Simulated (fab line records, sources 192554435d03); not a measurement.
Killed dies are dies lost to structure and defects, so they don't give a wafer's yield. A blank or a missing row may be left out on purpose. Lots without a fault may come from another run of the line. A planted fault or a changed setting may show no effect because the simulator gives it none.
Which tool did it? | flow n5_finfet | 8 lots, 24 wafers sampled, at 5 steps of a route of 1938

WHAT THE GAUGES READ, wafer by wafer
N5_BEOL_M4_RC_MEAS_101. Usual: DIBL_N 36.4 mV/V, standard deviation 1.2; DIBL_P 36.1 mV/V, standard deviation 1.6; IOFF_N 0.156 nA/um, standard deviation 0.024; IOFF_P 0.21 nA/um, standard deviation 0.031; ION_N 674 uA/um, standard deviation 11; ION_P 463 uA/um, standard deviation 6.9; SS_N 71.5 mV/dec, standard deviation 0.5; SS_P 73.2 mV/dec, standard deviation 0.55; VT_N 250.0 mV, standard deviation 2.9; VT_P -250 mV, standard deviation 3.6.
lot  | measured     | on        | DIBL_N (mV/V)  | DIBL_P (mV/V)  | IOFF_N (nA/um)    | IOFF_P (nA/um) | ION_N (uA/um) | ION_P (uA/um) | SS_N (mV/dec)  | SS_P (mV/dec)  | VT_N (mV)         | VT_P (mV)      | flag
L957 | day 8 21:00  | prober-02 | 37.3 35.2 36.6 | 39.6 37.1 38.4 | 0.204 0.160 0.183 | 0.26 0.22 0.24 | 698 669 676   | 473 459 461   | 72.3 71.4 71.8 | 73.9 73.7 73.5 | 245.0 249.5 247.5 | -250 -248 -250 |
L958 | day 9 01:47  | prober-01 | 35.2 35.9 35.2 | 34.7 36.4 34.3 | 0.133 0.144 0.134 | 0.20 0.22 0.20 | 668 671 665   | 468 468 461   | 71.4 72.3 71.2 | 73.0 73.8 72.9 | 250.7 251.6 253.1 | -249 -246 -250 |
L959 | day 8 23:57  | prober-01 | 36.8 38.0 37.1 | 35.8 36.4 36.3 | 0.182 0.195 0.185 | 0.28 0.28 0.29 | 676 683 681   | 470 467 471   | 71.2 72.1 71.8 | 73.6 74.5 73.5 | 250.4 247.6 247.4 | -245 -242 -243 |
L962 | day 10 06:21 | prober-02 | 39.1 37.1 38.8 | 38.8 35.5 38.1 | 0.219 0.158 0.207 | 0.26 0.21 0.25 | 698 676 698   | 476 466 471   | 72.2 71.5 71.7 | 73.5 73.5 73.9 | 243.5 249.8 244.3 | -246 -249 -246 |
L969 | day 11 15:52 | prober-01 | 36.6 37.2 35.9 | 34.7 35.6 34.3 | 0.131 0.152 0.130 | 0.19 0.19 0.17 | 657 670 664   | 461 458 460   | 71.2 71.5 71.3 | 73.2 73.2 73.3 | 252.3 250.9 251.3 | -251 -251 -252 |
L971 | day 12 19:10 | prober-01 | 33.6 34.9 34.4 | 34.5 36.2 35.3 | 0.101 0.126 0.112 | 0.16 0.18 0.17 | 653 663 657   | 455 460 457   | 70.5 71.2 70.8 | 73.0 72.9 72.4 | 258.6 253.7 257.3 | -256 -254 -256 |
L975 | day 14 02:38 | prober-02 | 37.1 36.2 36.1 | 37.7 36.1 36.2 | 0.179 0.154 0.154 | 0.23 0.20 0.20 | 668 657 670   | 464 455 460   | 71.8 71.2 71.6 | 74.1 73.4 73.5 | 247.6 252.0 250.1 | -249 -253 -253 |
L976 | day 14 02:44 | prober-01 | 35.8 35.0 35.1 | 35.8 34.4 34.8 | 0.156 0.141 0.140 | 0.19 0.17 0.17 | 678 674 681   | 464 452 464   | 71.4 72.0 71.5 | 73.8 73.3 72.8 | 248.1 251.6 248.5 | -253 -255 -254 |

WHICH TOOL RAN EACH LOT (tool, then ch and the chambers of the sampled wafers, then the start)
lot  | N5_GATE_CUT_ETCH_58               | N5_GATE_CUT_ETCH_36                | N5_GATE_CUT_CUT_ETCH_53           | N5_GATE_CUT_STRIP_21
L957 | rie_diel-06 ch 0,2, day 5 08:34   | rie_diel-06 ch 0,1, day 5 12:04    | rie_metal-01 ch 0,1, day 5 12:25  | plasma_asher-01 ch 0,1, day 5 12:42
L958 | rie_diel-05 ch 1,3, day 5 14:04   | rie_diel-05 ch 0,1,3, day 5 17:53  | rie_metal-02 ch 0,1, day 5 18:14  | plasma_asher-01 ch 0,1, day 5 18:31
L959 | rie_diel-04 ch 0,2, day 5 19:43   | rie_diel-06 ch 2,3, day 5 23:10    | rie_metal-02 ch 0,1, day 5 23:30  | plasma_asher-02 ch 0,1, day 5 23:47
L962 | rie_diel-06 ch 1,2,3, day 6 13:49 | rie_diel-04 ch 1,2, day 6 17:50    | rie_metal-02 ch 0,1, day 6 18:12  | plasma_asher-02 ch 0,1, day 6 18:29
L969 | rie_diel-06 ch 0,3, day 8 07:16   | rie_diel-05 ch 1,2,3, day 8 10:43  | rie_metal-02 ch 0,1, day 8 11:05  | plasma_asher-01 ch 0,1, day 8 11:22
L971 | rie_diel-05 ch 0,1,2, day 9 00:38 | rie_diel-05 ch 1,2,3, day 9 04:03  | rie_metal-02 ch 0,1, day 9 04:25  | plasma_asher-01 ch 0,1, day 9 04:42
L975 | rie_diel-06 ch 2,3, day 9 21:36   | rie_diel-05 ch 1,2,3, day 10 01:02 | rie_metal-01 ch 0,1, day 10 01:22 | plasma_asher-01 ch 0,1, day 10 01:40
L976 | rie_diel-06 ch 1,2,3, day 9 23:39 | rie_diel-05 ch 0,2,3, day 10 03:44 | rie_metal-01 ch 0,1, day 10 04:04 | plasma_asher-02 ch 0,1, day 10 04:22
- N5_GATE_CUT_ETCH_58: etches SiNx in CH3F/O2, target depth 17 nm, time 128.6 s.
- N5_GATE_CUT_ETCH_36: etches SiARC in CF4, target depth 13 nm, time 21.7 s.
- N5_GATE_CUT_CUT_ETCH_53: etches W in SF6/Cl2, target depth 79.2 nm.
- N5_GATE_CUT_STRIP_21: strips in N2/H2, time 30 s.

WHAT THE TOOLS THEMSELVES READ (means of the sampled wafers that have a number; where no wafer has one, the mark that the record gives instead)
N5_GATE_CUT_ETCH_58. Usual: CH3F_flow_sccm 29.99 sccm, standard deviation 0.08; bias_w 21.01 W, standard deviation 0.061; drypump_motor_current_A 5.7 A, standard deviation 0.38; oes_product_au 0.76 a.u., standard deviation 0.072; rf_vpp_V 99.2 V, standard deviation 0.82; showerhead_plenum_p_Torr 2.01 Torr, standard deviation 0.066; throttle_valve_pct 16.39 %, standard deviation 0.2.
lot  | tool        | CH3F_flow_sccm (sccm) | bias_w (W) | drypump_motor_current_A (A) | oes_product_au (a.u.) | rf_vpp_V (V) | showerhead_plenum_p_Torr (Torr) | throttle_valve_pct (%) | flag
L957 | rie_diel-06 | 30.07                 | 21.04      | 5.8                         | 0.72                  | 99.3         | 2.07                            | 16.28                  |
L958 | rie_diel-05 | 30.01                 | 21.01      | 5.6                         | 0.78                  | 98.5         | 1.92                            | 16.27                  |
L959 | rie_diel-04 | 29.95                 | 20.99      | 5.9                         | 0.80                  | 99.0         | 1.96                            | 16.46                  |
L962 | rie_diel-06 | 30.03                 | 20.99      | 5.6                         | 0.74                  | 99.9         | 2.03                            | 16.35                  |
L969 | rie_diel-06 | 29.94                 | 20.98      | 5.4                         | 0.74                  | 99.7         | 2.07                            | 16.22                  |
L971 | rie_diel-05 | 29.96                 | 20.99      | 5.5                         | 0.77                  | 99.3         | 2.00                            | 16.47                  |
L975 | rie_diel-06 | 29.97                 | 21.03      | 5.4                         | 0.74                  | 99.2         | 2.08                            | 16.29                  |
L976 | rie_diel-06 | 30.05                 | 20.97      | 5.6                         | 0.72                  | 99.1         | 2.02                            | 16.39                  |

N5_GATE_CUT_ETCH_36. Usual: bias_w 36.01 W, standard deviation 0.12; drypump_motor_current_A 5.7 A, standard deviation 0.4; etch_rf_on_time_s 21.7 s, standard deviation 0.32; oes_product_au 0.65 a.u., standard deviation 0.07; rf_vpp_V 184.0 V, standard deviation 0.98; showerhead_plenum_p_Torr 2.14 Torr, standard deviation 0.064; throttle_valve_pct 15.71 %, standard deviation 0.24.
lot  | tool        | bias_w (W) | drypump_motor_current_A (A) | etch_rf_on_time_s (s) | oes_product_au (a.u.) | rf_vpp_V (V) | showerhead_plenum_p_Torr (Torr) | throttle_valve_pct (%) | flag
L957 | rie_diel-06 | 36.02      | 5.8                         | 21.6                  | 0.62                  | 184.5        | 2.15                            | 15.60                  |
L958 | rie_diel-05 | 35.95      | 5.7                         | 21.7                  | 0.66                  | 183.9        | 2.12                            | 15.68                  |
L959 | rie_diel-06 | 36.00      | 5.7                         | 21.7                  | 0.64                  | 185.2        | 2.22                            | 15.63                  |
L962 | rie_diel-04 | 35.92      | 6.3                         | 21.8                  | 0.56                  | 183.5        | 2.14                            | 16.06                  |
L969 | rie_diel-05 | 36.07      | 5.4                         | 21.7                  | 0.69                  | 183.4        | 2.10                            | 15.53                  |
L971 | rie_diel-05 | 36.04      | 5.4                         | 21.7                  | 0.69                  | 183.6        | 2.10                            | 15.54                  |
L975 | rie_diel-05 | 36.00      | 5.4                         | 21.6                  | 0.68                  | 183.4        | 2.10                            | 15.57                  |
L976 | rie_diel-05 | 36.05      | 5.6                         | 21.8                  | 0.68                  | 183.3        | 2.15                            | 15.66                  |

N5_GATE_CUT_CUT_ETCH_53. Usual: bias_w 79.96 W, standard deviation 0.25; drypump_motor_current_A 5.6 A, standard deviation 0.51; etch_rf_on_time_s 26.1 s, standard deviation 0.31; mfc_cl2_sccm 60.01 sccm, standard deviation 0.17; oes_product_au 0.67 a.u., standard deviation 0.1; throttle_valve_pct 28.98 %, standard deviation 0.22.
lot  | tool         | bias_w (W) | drypump_motor_current_A (A) | etch_rf_on_time_s (s) | mfc_cl2_sccm (sccm) | oes_product_au (a.u.) | throttle_valve_pct (%) | flag
L957 | rie_metal-01 | 79.86      | 5.7                         | 26.4                  | 60.04               | 0.61                  | 29.24                  |
L958 | rie_metal-02 | 79.98      | 5.3                         | 26.4                  | 59.97               | 0.59                  | 28.85                  |
L959 | rie_metal-02 | 80.21      | 5.3                         | 26.0                  | 60.11               | 0.59                  | 28.85                  |
L962 | rie_metal-02 | 79.90      | 5.7                         | 26.2                  | 60.12               | 0.59                  | 29.00                  |
L969 | rie_metal-02 | 79.84      | 5.7                         | 30.2                  | 60.05               | 0.54                  | 28.99                  | OFF
L971 | rie_metal-02 | 79.97      | 5.2                         | 28.0                  | 60.14               | 0.56                  | 28.85                  | OFF
L975 | rie_metal-01 | 79.84      | 6.0                         | 26.0                  | 60.15               | 0.78                  | 29.11                  |
L976 | rie_metal-01 | 79.85      | 6.0                         | 25.7                  | 60.09               | 0.79                  | 29.11                  |

N5_GATE_CUT_STRIP_21. Usual: drypump_motor_current_A 5.89 A, standard deviation 0.13; heater_power_w 345 W, standard deviation 24.
lot  | tool            | drypump_motor_current_A (A) | heater_power_w (W) | flag
L957 | plasma_asher-01 | 5.98                        | 335                |
L958 | plasma_asher-01 | 5.99                        | 346                |
L959 | plasma_asher-02 | 5.84                        | 328                |
L962 | plasma_asher-02 | 5.74                        | 339                |
L969 | plasma_asher-01 | 6.00                        | 360                |
L971 | plasma_asher-01 | 5.99                        | 351                |
L975 | plasma_asher-01 | 6.00                        | 362                |
L976 | plasma_asher-02 | 5.73                        | 337                |

THE ANSWER, worked out from the rows above alone
Rule: a lot is off if the mean of its wafers that have a number lies more than 3 standard deviations from the usual mean. A lot without any number at a reading at which 4 lots or more have one is off too. The other lots that the step has rows for count as sound. The gauges are gone through in route order, then the tools' own readings, and for those a lot's mean is taken as printed above. The first step at which some lot is off is used, and at that step the reading that is off furthest; a lot without a number counts as furthest.
Off: L969, L971, at N5_GATE_CUT_CUT_ETCH_53 (etch_rf_on_time_s).
A tool fits if, at that step or a process step before it, it ran every lot that is off, and no sound lot after the first of them. One fits: rie_metal-02 at N5_GATE_CUT_CUT_ETCH_53. Its last sound lot is L962 (day 6 18:12), its first lot that is off L969 (day 8 11:05): a fault that began between those two fits.
The tool's own readings at N5_GATE_CUT_CUT_ETCH_53 bear it out: on the lots that are off they differ by more than 5 times the standard deviation of the sound lots' means. etch_rf_on_time_s reads 29.1 s there against 26.1 s on the sound lots.

WHAT THE SIMULATOR HAD PUT IN
Process parameter drift: rie_metal-02, from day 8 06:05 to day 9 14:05, at N5_GATE_CUT_CUT_ETCH_53. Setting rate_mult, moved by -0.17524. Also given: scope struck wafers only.
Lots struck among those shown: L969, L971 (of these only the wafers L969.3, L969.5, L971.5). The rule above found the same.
